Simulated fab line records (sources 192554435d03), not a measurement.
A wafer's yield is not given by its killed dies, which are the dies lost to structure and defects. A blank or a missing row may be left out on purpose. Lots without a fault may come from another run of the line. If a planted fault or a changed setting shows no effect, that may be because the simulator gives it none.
Split-lot trial -- flow n5_finfet -- 21 wafers read across 7 lots, on a route 1938 steps long

== SPLIT DETAILS ==
At N5_BEOL_M9_COAT_22 (resist thk 30 nm), the setting spin_rpm was moved away from the recipe's 1500 rpm on 5 of the 21 wafers read, by -5.8% to +8.3%. The other wafers ran this setting at the recipe's value.

== FROM THE SPLIT TO THE READING: what the file shows between them, 4 steps ==
- N5_BEOL_M9_EBR_24
- N5_BEOL_M9_SOFTBAKE_23: time 60 s
- N5_BEOL_M9_EXPOSE_25: exposes mask V8
- N5_BEOL_M9_PEB_26: peb time 60 s

== THE READING ==
CAR-EUV_of_BEOL_M9_COAT_22.thk_nm (the simulator's own value, which no gauge read), in nm, at N5_BEOL_M9_DEVELOP_27 (develop time 30 s). There is no usual value for it anywhere in the file. The 16 wafers here that ran the recipe average 29.5 nm, standard deviation 0.12 nm.

wafer,"tool, chamber at the split","spin_rpm as run, rpm",against the recipe,"CAR-EUV_of_BEOL_M9_COAT_22.thk_nm, nm",against lot-mates on the recipe
L074.1,"litho_track-01, 0",1500,recipe,29.6,-
L074.3,"litho_track-01, 0",1608,+7.2%,28.6,-1.0
L074.4,"litho_track-01, 0",1608,+7.2%,28.6,-1.0
L077.1,"litho_track-03, 0",1500,recipe,29.6,-
L077.5,"litho_track-03, 0",1500,recipe,29.6,-
L077.4,"litho_track-03, 0",1500,recipe,29.4,-
L076.1,"litho_track-01, 0",1500,recipe,29.6,-
L076.2,"litho_track-01, 0",1500,recipe,29.6,-
L076.5,"litho_track-01, 0",1500,recipe,29.6,-
L079.2,"litho_track-03, 0",1500,recipe,29.6,-
L079.3,"litho_track-03, 0",1500,recipe,29.6,-
L079.6,"litho_track-03, 0",1500,recipe,29.8,-
L084.1,"litho_track-02, 0",1500,recipe,29.4,-
L084.3,"litho_track-02, 0",1500,recipe,29.4,-
L084.4,"litho_track-02, 0",1413,-5.8%,30.4,+1.0
L090.1,"litho_track-03, 0",1500,recipe,29.4,-
L090.2,"litho_track-03, 0",1500,recipe,29.6,-
L090.6,"litho_track-03, 0",1624,+8.3%,28.2,-1.3
L091.1,"litho_track-02, 0",1500,recipe,29.4,-
L091.3,"litho_track-02, 0",1500,recipe,29.4,-
L091.6,"litho_track-02, 0",1437,-4.2%,30,+0.6

THE FIT
A straight line over all 21 wafers: CAR-EUV_of_BEOL_M9_COAT_22.thk_nm changes by -0.141 nm for each +1% of spin_rpm; r = -0.97; the points scatter about the line by 0.12 nm.
The same after taking each lot's own level away (the mean of its wafers on the recipe; 21 wafers): -0.15 nm for each +1%; r = -0.99; scatter 0.075 nm.
On that fit, the largest move of spin_rpm shifts the reading by 1.2 nm.
Across the lots, their own levels run from 29.40 to 29.67 nm, a range of 2.3 times the standard deviation given above.
The two slopes are in agreement: the lot-to-lot level therefore moves the slope only a little.
Check: with one of the wafers moved furthest among these (+8.3%) left out of the fit, the line predicts -1.2 nm for it against its lot-mates. It came out at -1.3 nm against them.

== FURTHER SPLITS ON THESE WAFERS ==
These wafers also went through other splits before the reading. Each is held against what the fit with the lots' levels taken away leaves over:
other split on the same wafers,wafers away from the commonest value,r with CAR-EUV_of_BEOL_M9_COAT_22.thk_nm (lot level and that fit taken away)
N5_BEOL_M7_VIA_ETCH_34 source_w,5,+0.09
N5_BEOL_M7_TRENCH_ETCH_37 time_s,8,-0.15
N5_BEOL_M8_TRENCH_ETCH_37 source_w,5,-0.11

== THE WHOLE CHAIN: every reading that the file lists as answering this split, in the file's order ==
step,what it does,reading,change (the file's fit),r (the file's)
N5_BEOL_M9_COAT_22,resist thk 30 nm,"CAR-EUV_of_BEOL_M9_COAT_22.thk_nm (the simulator's own value, which no gauge read)",-0.145 nm for each +1% of the setting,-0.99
N5_BEOL_M9_DEVELOP_27,develop time 30 s,"CAR-EUV_of_BEOL_M9_COAT_22.thk_nm (the simulator's own value, which no gauge read)",-0.153 nm for each +1% of the setting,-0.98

== FILE'S OWN FIT ==
CAR-EUV_of_BEOL_M9_COAT_22.thk_nm changes by -0.153 nm for each +1% of spin_rpm, r = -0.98.
